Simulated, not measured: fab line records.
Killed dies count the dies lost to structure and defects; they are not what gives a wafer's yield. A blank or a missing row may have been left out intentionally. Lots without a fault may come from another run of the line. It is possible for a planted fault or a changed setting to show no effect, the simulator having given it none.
Matching of chambers | flow n5-finfet | uv-cure-03 running N5_BEOL_M7_CURE_75: 3 sister chambers
The step cures SiCOH lowk, time 120 s. 6 wafers are shown with their chamber, then 9 later ones without.

WAFERS, EACH WITH ITS CHAMBER
wafer  | chamber | wafer_temp_C_max | lamp-power-pct (%)
L076.4 | 0       | 371.3            | 52.28
L076.6 | 0       | 371.4            | 52.28
L079.4 | 1       | 372.2            | 52.26
L079.6 | 1       | 372.7            | 52.36
L084.3 | 2       | 371.9            | 52.39
L084.6 | 2       | 372.2            | 52.30

WAFERS MISSING THEIR CHAMBER
wafer  | wafer_temp_C_max | lamp-power-pct (%)
L087.2 | 373.1            | 52.32
L087.3 | 372.5            | 52.17
L087.6 | 371.7            | 52.29
L094.1 | 371.6            | 52.30
L094.5 | 371.7            | 52.21
L094.6 | 371.4            | 52.39
L095.2 | 371.5            | 52.38
L095.5 | 371.4            | 52.31
L095.6 | 371.7            | 52.21

CHAMBER TAKEN BY EACH
wafer  | from the rows above          | in truth
L087.2 | can't be placed: 1 or 2      | 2
L087.3 | can't be placed: 1 or 2      | 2
L087.6 | can't be placed: 0 or 2 or 1 | 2
L094.1 | can't be placed: 0 or 2      | 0
L094.5 | can't be placed: 0 or 2 or 1 | 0
L094.6 | can't be placed: 0 or 2      | 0
L095.2 | can't be placed: 0 or 2      | 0
L095.5 | 0                            | 0
L095.6 | can't be placed: 0 or 2 or 1 | 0
1 of 9 placed correctly. Not placeable from these rows: 8 (in 8, the candidates include the true chamber). Wrongly placed: 0.
How it was worked out, from the rows above alone: a wafer's distance from a chamber is the root of the sum, over the readings, of the square of ((its reading less the chamber's mean) divided by the reading's scatter). The wafer belongs to the nearest chamber; if the next one is less than 2 further off, it can't be placed. For every chamber, the mean is computed from those of its wafers that are shown. The scatter is the square root of a quotient: the sum, over the shown wafers, of each reading's squared deviation from its chamber's mean, divided by wafers minus chambers.
